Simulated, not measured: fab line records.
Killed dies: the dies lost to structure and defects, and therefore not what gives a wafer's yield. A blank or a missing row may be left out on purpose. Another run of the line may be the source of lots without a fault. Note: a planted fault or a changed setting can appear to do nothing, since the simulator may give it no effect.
Which tool was responsible? :: flow nand_harc :: 21 wafers from 7 lots sampled at 2 of the route's 1302 steps

== WHAT THE GAUGES READ, wafer by wafer ==
NHARC_THIN_TSV_CD_MEAS_16.
lot: L886
measured: day 24 16:05
on: cd_sem-01
cd_nm (nm): 1000.4 1001.4 1000.2

lot: L889
measured: day 26 18:40
on: cd_sem-02
cd_nm (nm): 1002.2 999.3 996.6

lot: L890
measured: day 26 20:01
on: cd_sem-03
cd_nm (nm): 997.5 997.4 998.9

lot: L894
measured: day 27 19:41
on: cd_sem-03
cd_nm (nm): 1001.2 999.5 999.7

lot: L896
measured: day 28 14:44
on: cd_sem-01
cd_nm (nm): 1003.7 1003.1 1001.2

lot: L902
measured: day 31 02:45
on: cd_sem-03
cd_nm (nm): 999.0 997.7 994.2

lot: L907
measured: day 34 00:23
on: cd_sem-01
cd_nm (nm): 1001.6 1001.2 1000.9

== WHICH TOOL RAN EACH LOT (tool, then ch and the chambers of the sampled wafers, then the start) ==
lot: L886
NHARC_A_CONTACT_ETCH_117: har_cap_etch-01 ch 0,1, day 22 12:16

lot: L889
NHARC_A_CONTACT_ETCH_117: har_cap_etch-02 ch 0,1, day 23 15:52

lot: L890
NHARC_A_CONTACT_ETCH_117: har_cap_etch-01 ch 0,1, day 24 06:24

lot: L894
NHARC_A_CONTACT_ETCH_117: har_cap_etch-03 ch 0,1, day 25 10:48

lot: L896
NHARC_A_CONTACT_ETCH_117: har_cap_etch-03 ch 0,1, day 26 08:59

lot: L902
NHARC_A_CONTACT_ETCH_117: har_cap_etch-02 ch 0,1, day 28 18:05

lot: L907
NHARC_A_CONTACT_ETCH_117: har_cap_etch-02 ch 0,1, day 31 16:53
- NHARC_A_CONTACT_ETCH_117: etches the open film in C4F8/O2/Ar, time 190 s, target depth 1850 nm.

== THE ANSWER, worked out from the rows above alone ==
Rule: usual is defined by the lots themselves. Put in order of their means at a reading, lots are off if they are a third of the lots or fewer, leave a main group of 4 or more, and stand apart from it by a gap of 3 or more times the standard deviation of the main group's means; of several such gaps the widest counts. If all means in a main group match to the digits the tables above print for the reading, that group is not used. A lot without any number at a reading at which 4 lots or more have one is off too. Any other lot the step has rows for is counted as sound.
Nothing can be told from this: no lot is off at any reading shown.

== WHAT THE SIMULATOR HAD PUT IN ==
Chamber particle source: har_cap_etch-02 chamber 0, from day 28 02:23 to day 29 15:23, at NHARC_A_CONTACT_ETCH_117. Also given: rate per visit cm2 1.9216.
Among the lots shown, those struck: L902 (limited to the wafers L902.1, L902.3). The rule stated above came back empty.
